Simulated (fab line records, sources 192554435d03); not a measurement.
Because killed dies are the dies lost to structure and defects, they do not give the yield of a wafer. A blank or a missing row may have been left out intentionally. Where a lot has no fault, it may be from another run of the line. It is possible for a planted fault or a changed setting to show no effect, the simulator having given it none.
fab line records / flow n5Finfet
record lots=5 wafers=15 lastDay=16
route steps=1938 shown BEOL_M10@1524 BEOL_M11@1536
lots that met no fault: from a run of the same line without faults
startH: hours from the record's opening day to when the first of the lot's shown wafers began / waitH: how many hours have passed since the lot's step before this one / " as in the row above / L1.1+2: several wafers, shown together as one row / - value missing, or start not given / * or withheld: withheld / < > ~ a bound
route shown NAME@n: NAME is a module with steps in the file, n the number in the route of the first one / usual: mean and standard deviation over wafers with no fault / same: alike in all rows / chamber/n: place in a boat / sites: the reading at each site / _std_site: how widely they spread, as a standard deviation / _edge_site: the outer-site mean with the inner-site mean subtracted / radiusMm: for every site, how far away it sits from the centre of the wafer / mask NAME#n: copy n / behind: tool/chamber where the wafer was last shaped / hold: cause of the lot's hold/its duration in hours/its outcome / device: names the non-switching transistor (n, p or np) / end of line: tests run on the same wafers once the route is complete / for a step that has no rows: nothing shown but its recipe / killed: not the wafer's yield, but the dies lost to structure and defects at the first sort / map: the dies of a wafer, with x for killed, . for not killed, _ for no die there
set.NAME: setting as actually run; set.NAME@STEP: the setting as run at that earlier step / model.NAME: the simulator's own value behind a step, which no gauge read
lots at some steps of the route; a table a step, a row a wafer
services: from which hour (startH, from the record's first day; less than 0 if before it) a tool's chamber was out of use, for how many hours, and why
## steps
# step N5_BEOL_M10_ALD_74
# recipe material=TaN targetThkA=20 tempC=275 aldPrecursorFamily=PDMAT aldCoReactant=NH3 pressureTorr=3 carrierFlowSccm=1500 pulseTimeS=2 purgeTimeS=3 coReactantPurgeTimeS=2 coReactantPulseTimeS=3 aldCycles=40 precursorVesselTempC=75 precursorVesselPressureTorr=26.25 precursorVesselCarrierSccm=1000
# step N5_BEOL_M10_SURFACE_TREAT_76
# recipe gas=Ar timeS=* ionEnergyEv=* ionCurrentMaCm2=0.5 pressureMtorr=* arFlowSccm=30
# step N5_BEOL_M10_CVD_75
# recipe material=Co targetThkA=20 tempC=withheld precursor=CCTBA/H2 pressureTorr=30 timeS=138.9
# step N5_BEOL_M10_SPUTTER_48
# recipe material=Cu targetThkA=120 tempC=-20 biasV=60 powerW=26000 chamberPressurePa=0.13 timeS=2
# step N5_BEOL_M10_ECD_50
# recipe material=Cu targetThkA=3180
# step N5_BEOL_M10_ANNEAL_51
# recipe tempC=225 timeS=90 ambient=N2
# step N5_BEOL_M10_CMP_52
# recipe stopOn=SiCOH_lowk tOverpolishS=7 downForcePsi=1 platenRpm=50 clearingPlatenDownForcePsi=1.5 clearingPlatenRpm=50 postCmpClean=cuAlkaline targetThkNm=140 clearingPlatenPadVelocityMS=0.99484 padVelocityMS=0.99484
# step N5_BEOL_M10_PRE_CLEAN_55
# recipe gas=NH3 timeS=15 tempC=withheld rfPowerW=300
# step N5_BEOL_M10_DEP_56
# recipe material=SiCN targetThkA=150 tempC=withheld precursor=3MS/NH3 pressureTorr=3 rfW=202 timeS=26.5
# step N5_BEOL_M11_ILD_DEP_00
# recipe material=SiCOH_lowk targetThkA=3085.1 tempC=300 precursor=DEMS/porogen pressureTorr=5 rfW=500 timeS=58
# usual heaterPowerW=336/56 showerheadPlenumPTorr=5.732/0.011 throttleValvePct=13.9/1.1
lot.wafer=L375.1 tool=pecvd-02 chamber=1 startH=214.43 waitH=0.0 heaterPowerW=312 showerheadPlenumPTorr=5.755 throttleValvePct=14.6 model.SiCOH_lowk_of_BEOL_M11_ILD_DEP_00.thkNm=304.4
lot.wafer=L375.2 tool=pecvd-02 chamber=0 startH=214.43 waitH=0.0 heaterPowerW=318 showerheadPlenumPTorr=5.729 throttleValvePct=13.7 model.SiCOH_lowk_of_BEOL_M11_ILD_DEP_00.thkNm=308.8
lot.wafer=L375.5 tool=pecvd-02 chamber=0 startH=214.43 waitH=0.0 heaterPowerW=330 showerheadPlenumPTorr=5.727 throttleValvePct=13.8 model.SiCOH_lowk_of_BEOL_M11_ILD_DEP_00.thkNm=310.4
lot.wafer=L388.2 tool=pecvd-02 chamber=0 startH=309.06 waitH=0.0 heaterPowerW=286 showerheadPlenumPTorr=5.726 throttleValvePct=13.8 model.SiCOH_lowk_of_BEOL_M11_ILD_DEP_00.thkNm=307
lot.wafer=L388.4 tool=pecvd-02 chamber=2 startH=309.06 waitH=0.0 heaterPowerW=280 showerheadPlenumPTorr=5.734 throttleValvePct=12.8 model.SiCOH_lowk_of_BEOL_M11_ILD_DEP_00.thkNm=311.4
lot.wafer=L388.6 tool=pecvd-02 chamber=1 startH=309.06 waitH=0.0 heaterPowerW=322 showerheadPlenumPTorr=5.747 throttleValvePct=14.8 model.SiCOH_lowk_of_BEOL_M11_ILD_DEP_00.thkNm=300.8
lot.wafer=L389.2 tool=pecvd-02 chamber=2 startH=313.50 waitH=0.0 heaterPowerW=239 showerheadPlenumPTorr=5.724 throttleValvePct=12.7 model.SiCOH_lowk_of_BEOL_M11_ILD_DEP_00.thkNm=307.6
lot.wafer=L389.3 tool=pecvd-02 chamber=0 startH=313.50 waitH=0.0 heaterPowerW=263 showerheadPlenumPTorr=5.720 throttleValvePct=14.0 model.SiCOH_lowk_of_BEOL_M11_ILD_DEP_00.thkNm=313
lot.wafer=L389.4 tool=pecvd-02 chamber=1 startH=313.50 waitH=0.0 heaterPowerW=308 showerheadPlenumPTorr=5.748 throttleValvePct=14.4 model.SiCOH_lowk_of_BEOL_M11_ILD_DEP_00.thkNm=300.4
lot.wafer=L391.3 tool=pecvd-02 chamber=1 startH=327.55 waitH=0.1 heaterPowerW=287 showerheadPlenumPTorr=5.739 throttleValvePct=14.4 model.SiCOH_lowk_of_BEOL_M11_ILD_DEP_00.thkNm=300.8
lot.wafer=L391.4 tool=pecvd-02 chamber=2 startH=327.55 waitH=0.1 heaterPowerW=290 showerheadPlenumPTorr=5.738 throttleValvePct=12.7 model.SiCOH_lowk_of_BEOL_M11_ILD_DEP_00.thkNm=313.6
lot.wafer=L391.5 tool=pecvd-02 chamber=0 startH=327.55 waitH=0.1 heaterPowerW=265 showerheadPlenumPTorr=5.720 throttleValvePct=14.0 model.SiCOH_lowk_of_BEOL_M11_ILD_DEP_00.thkNm=317.4
lot.wafer=L396.1 tool=pecvd-04 chamber=0 startH=350.67 waitH=0.0 heaterPowerW=330 showerheadPlenumPTorr=5.725 throttleValvePct=14.7 model.SiCOH_lowk_of_BEOL_M11_ILD_DEP_00.thkNm=304.4
lot.wafer=L396.3 tool=pecvd-04 chamber=2 startH=350.67 waitH=0.0 heaterPowerW=372 showerheadPlenumPTorr=5.743 throttleValvePct=13.7 model.SiCOH_lowk_of_BEOL_M11_ILD_DEP_00.thkNm=304.8
lot.wafer=L396.6 tool=pecvd-04 chamber=0 startH=350.67 waitH=0.0 heaterPowerW=334 showerheadPlenumPTorr=5.723 throttleValvePct=14.7 model.SiCOH_lowk_of_BEOL_M11_ILD_DEP_00.thkNm=304.4
# step N5_BEOL_M11_CURE_71
# recipe tempC=385 timeS=240 ambient=He/Ar material=SiCOH_lowk
# step N5_BEOL_M11_PECVD_70
# recipe material=SiO2 targetThkA=200 tempC=400 precursor=TEOS/O2 pressureTorr=5.5 rfW=450 teosFlowSccm=53.8 gas=O2 flowSccm=3000 timeS=22.7
# step N5_BEOL_M11_HM_DEP_02
# recipe material=TiN targetThkA=200 tempC=25 chamberPressurePa=0.49996
# step N5_BEOL_M11_COAT_59
# recipe resist=SOC tempC=250 timeS=60 spinRpm=1500 resistThkNm=100
# step N5_BEOL_M11_COAT_60
# recipe resist=SiARC tempC=220 timeS=60 spinRpm=1500 resistThkNm=30
# step N5_BEOL_M11_COAT_05
# recipe resist=CAR-ArF spinRpm=1500 resistThkNm=90
# step N5_BEOL_M11_EBR_07
# recipe solvent=PGMEA ebrWidthMm=1.5
# step N5_BEOL_M11_SOFTBAKE_06
# recipe tempC=110 timeS=60 resist=CAR-ArF
# step N5_BEOL_M11_EXPOSE_08
# recipe maskId=M11 na=1.35 sourceShape=dipole sigmaInner=0.411 sigmaOuter=0.611 polarization=te doseMj=53.75
# step N5_BEOL_M11_PEB_09
# recipe pebTempC=withheld pebTimeS=60 resist=CAR-ArF
# step N5_BEOL_M11_DEVELOP_10
# recipe developTimeS=30 developer=TMAH resist=CAR-ArF rinseLiquid=diw dry=airSpin devTempC=23
# step N5_BEOL_M11_DESCUM_16
# recipe chemistry=O2 timeS=7.9 sourcePowerW=50 biasPowerW=20 pressureMtorr=20 rfFrequencyHz=2.712e+07 tempC=40 resist=CAR-ArF o2FlowSccm=225
# step N5_BEOL_M11_ETCH_61
# recipe chemistry=CF4 target=SiARC targetDepthA=390 maskMaterial=CAR-ArF timeS=65 ionEnergyEv=80 pressureMtorr=40 sourceW=545 biasW=36 Ar_flow_sccm=100 cf4FlowSccm=100 ends=cleared
# step N5_BEOL_M11_ETCH_62
# recipe chemistry=N2/H2 target=SOC targetDepthA=1100 overetchA=220 maskMaterial=SiARC tempC=40 timeS=165 ionEnergyEv=200 pressureMtorr=30 sourceW=840 biasW=150 n2FlowSccm=200 h2FlowSccm=200
# step N5_BEOL_M11_STRIP_68
# recipe chemistry=N2/H2 tempC=40 n2FlowSccm=200 h2FlowSccm=200 rfFrequencyHz=6e+07
# step N5_BEOL_M11_STRIP_67
# recipe chemistry=CF4 resist=SiARC powerW=300 biasPowerW=75 pressureMtorr=50 cf4FlowSccm=150 rfFrequencyHz=6e+07
# step N5_BEOL_M11_HM_OPEN_17
# recipe chemistry=Cl2/BCl3 targetDepthA=200 overetchA=60 target=TiN maskMaterial=SOC ionEnergyEv=150 pressureMtorr=10 icpW=1000 biasW=126 Cl2_flow_sccm=53.25 bcl3FlowSccm=21.75 Ar_flow_sccm=25
# step N5_BEOL_M11_STRIP_19
# recipe chemistry=O2 powerW=400 tempC=40 pressureMtorr=30 rfFrequencyHz=6e+07 biasPowerW=0 overashFraction=0.2 o2FlowSccm=225
# step N5_BEOL_M11_COAT_63
# recipe resist=SOC tempC=250 timeS=60 spinRpm=1500 resistThkNm=100
# step N5_BEOL_M11_COAT_64
# recipe resist=SiARC tempC=220 timeS=60 spinRpm=1500 resistThkNm=30
# step N5_BEOL_M11_COAT_22
# recipe resist=CAR-ArF spinRpm=1500 resistThkNm=90
# step N5_BEOL_M11_EBR_24
# recipe solvent=PGMEA ebrWidthMm=1.5
# step N5_BEOL_M11_SOFTBAKE_23
# recipe tempC=110 timeS=60 resist=CAR-ArF
# step N5_BEOL_M11_EXPOSE_25
# recipe maskId=V10 na=1.35 sourceShape=annular sigmaInner=0.5 sigmaOuter=0.8 polarization=unpolarized doseMj=85.5
# step N5_BEOL_M11_CMP_52
# recipe stopOn=SiCOH_lowk tOverpolishS=7 downForcePsi=1 platenRpm=50 clearingPlatenDownForcePsi=1.5 clearingPlatenRpm=50 postCmpClean=cuAlkaline targetThkNm=140 clearingPlatenPadVelocityMS=0.99484 padVelocityMS=0.99484
# usual barrierFieldEndpointS=29.0/0.69 motorCurrentA=6.2/0.5 overpolishRunS=7.000/0.0089 slurryFlowMlMin=150.1/0.5 timeToEndpointS=66/3.2
lot.wafer=L375.1 tool=cmp-02 chamber=1 startH=222.00 waitH=0.3 barrierFieldEndpointS=29.5 motorCurrentA=6.2 overpolishRunS=7.004 slurryFlowMlMin=150.9 timeToEndpointS=65 model.SiCOH_lowk_of_BEOL_M11_ILD_DEP_00.thkNm=261.4
lot.wafer=L375.2 tool=cmp-02 chamber=3 startH=222.00 waitH=0.3 barrierFieldEndpointS=28.4 motorCurrentA=5.7 overpolishRunS=7.000 slurryFlowMlMin=150.2 timeToEndpointS=64 model.SiCOH_lowk_of_BEOL_M11_ILD_DEP_00.thkNm=265.2
lot.wafer=L375.5 tool=cmp-02 chamber=0 startH=222.00 waitH=0.3 barrierFieldEndpointS=27.8 motorCurrentA=6.3 overpolishRunS=6.997 slurryFlowMlMin=149.5 timeToEndpointS=61 model.SiCOH_lowk_of_BEOL_M11_ILD_DEP_00.thkNm=266.8
lot.wafer=L388.2 tool=cmp-04 chamber=2 startH=317.36 waitH=0.2 barrierFieldEndpointS=28.4 motorCurrentA=5.8 overpolishRunS=6.991 slurryFlowMlMin=150.0 timeToEndpointS=65 model.SiCOH_lowk_of_BEOL_M11_ILD_DEP_00.thkNm=263.6
lot.wafer=L388.4 tool=cmp-04 chamber=0 startH=317.36 waitH=0.2 barrierFieldEndpointS=30.3 motorCurrentA=7.1 overpolishRunS=6.991 slurryFlowMlMin=150.3 timeToEndpointS=65 model.SiCOH_lowk_of_BEOL_M11_ILD_DEP_00.thkNm=267.6
lot.wafer=L388.6 tool=cmp-04 chamber=2 startH=317.36 waitH=0.2 barrierFieldEndpointS=29.8 motorCurrentA=6.0 overpolishRunS=6.996 slurryFlowMlMin=150.9 timeToEndpointS=64 model.SiCOH_lowk_of_BEOL_M11_ILD_DEP_00.thkNm=258.2
lot.wafer=L389.2 tool=cmp-01 chamber=0 startH=322.03 waitH=0.2 barrierFieldEndpointS=30.4 motorCurrentA=6.0 overpolishRunS=7.000 slurryFlowMlMin=150.1 timeToEndpointS=73 model.SiCOH_lowk_of_BEOL_M11_ILD_DEP_00.thkNm=264.2
lot.wafer=L389.3 tool=cmp-01 chamber=1 startH=322.03 waitH=0.2 barrierFieldEndpointS=28.7 motorCurrentA=6.3 overpolishRunS=7.012 slurryFlowMlMin=150.1 timeToEndpointS=66 model.SiCOH_lowk_of_BEOL_M11_ILD_DEP_00.thkNm=269
lot.wafer=L389.4 tool=cmp-01 chamber=2 startH=322.03 waitH=0.2 barrierFieldEndpointS=29.4 motorCurrentA=6.2 overpolishRunS=6.997 slurryFlowMlMin=149.5 timeToEndpointS=64 model.SiCOH_lowk_of_BEOL_M11_ILD_DEP_00.thkNm=257.8
lot.wafer=L391.4 tool=cmp-04 chamber=3 startH=333.77 waitH=0.2 barrierFieldEndpointS=29.4 motorCurrentA=7.2 overpolishRunS=7.004 slurryFlowMlMin=150.3 timeToEndpointS=62 model.SiCOH_lowk_of_BEOL_M11_ILD_DEP_00.thkNm=269.4
lot.wafer=L391.3 tool=cmp-04 chamber=1 startH=333.77 waitH=0.2 barrierFieldEndpointS=29.4 motorCurrentA=5.5 overpolishRunS=7.011 slurryFlowMlMin=150.7 timeToEndpointS=64 model.SiCOH_lowk_of_BEOL_M11_ILD_DEP_00.thkNm=258.2
lot.wafer=L391.5 tool=cmp-04 chamber=3 startH=333.77 waitH=0.2 barrierFieldEndpointS=30.2 motorCurrentA=7.0 overpolishRunS=6.994 slurryFlowMlMin=150.6 timeToEndpointS=63 model.SiCOH_lowk_of_BEOL_M11_ILD_DEP_00.thkNm=272.8
lot.wafer=L396.1 tool=cmp-01 chamber=3 startH=356.62 waitH=0.3 barrierFieldEndpointS=28.4 motorCurrentA=5.9 overpolishRunS=7.004 slurryFlowMlMin=150.3 timeToEndpointS=65 model.SiCOH_lowk_of_BEOL_M11_ILD_DEP_00.thkNm=261.4
lot.wafer=L396.3 tool=cmp-01 chamber=1 startH=356.62 waitH=0.3 barrierFieldEndpointS=29.2 motorCurrentA=6.3 overpolishRunS=6.999 slurryFlowMlMin=149.7 timeToEndpointS=67 model.SiCOH_lowk_of_BEOL_M11_ILD_DEP_00.thkNm=261.8
lot.wafer=L396.6 tool=cmp-01 chamber=3 startH=356.62 waitH=0.3 barrierFieldEndpointS=29.3 motorCurrentA=5.6 overpolishRunS=6.998 slurryFlowMlMin=150.4 timeToEndpointS=65 model.SiCOH_lowk_of_BEOL_M11_ILD_DEP_00.thkNm=261.4
## services
tool=cmp-04 chamber=- startH=192.23 hours=4.0 kind=pm
tool=pecvd-02 chamber=0 startH=192.85 hours=6.5 kind=repair
tool=cmp-04 chamber=- startH=196.23 hours=- kind=consumableReplace:conditioner
tool=cmp-04 chamber=- startH=196.23 hours=- kind=consumableReplace:pad
tool=pecvd-04 chamber=- startH=218.53 hours=6.0 kind=pm
tool=cmp-04 chamber=- startH=223.82 hours=2.0 kind=repair
tool=pecvd-02 chamber=0 startH=238.79 hours=12.3 kind=repair
tool=cmp-01 chamber=- startH=245.17 hours=0.8 kind=repair
tool=cmp-04 chamber=- startH=254.89 hours=5.3 kind=pm
tool=pecvd-04 chamber=0 startH=259.29 hours=2.1 kind=scheduledDown
tool=pecvd-04 chamber=0 startH=272.73 hours=8.0 kind=repair
tool=cmp-01 chamber=- startH=278.41 hours=0.9 kind=repair
tool=pecvd-04 chamber=- startH=286.91 hours=2.5 kind=repair
tool=pecvd-04 chamber=2 startH=305.03 hours=5.5 kind=scheduledDown
tool=cmp-01 chamber=- startH=308.00 hours=1.2 kind=repair
tool=cmp-02 chamber=- startH=333.85 hours=0.5 kind=repair
tool=cmp-04 chamber=- startH=335.44 hours=0.7 kind=repair
tool=pecvd-02 chamber=0 startH=342.26 hours=4.8 kind=repair
## key
firstSign none at tools or gauges
modelEffect step=N5_BEOL_M11_ILD_DEP_00 value=SiCOH_lowk_of_BEOL_M11_ILD_DEP_00.thkNm without=311.7 struck=300.7
modelEffect step=N5_BEOL_M11_CMP_52 value=SiCOH_lowk_of_BEOL_M11_ILD_DEP_00.thkNm without=267.8 struck=258.1
metAt N5_BEOL_M11_ILD_DEP_00
struckWafers L388.6,L389.4,L391.3
onsetBetween 214.43 309.06
fault kind=processParameterDrift tool=pecvd-02 chamber=1 onsetH=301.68 steps=N5_BEOL_M11_ILD_DEP_00 channel=targetThkA offset=* shape=step endH=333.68 actsIn=* stated=*
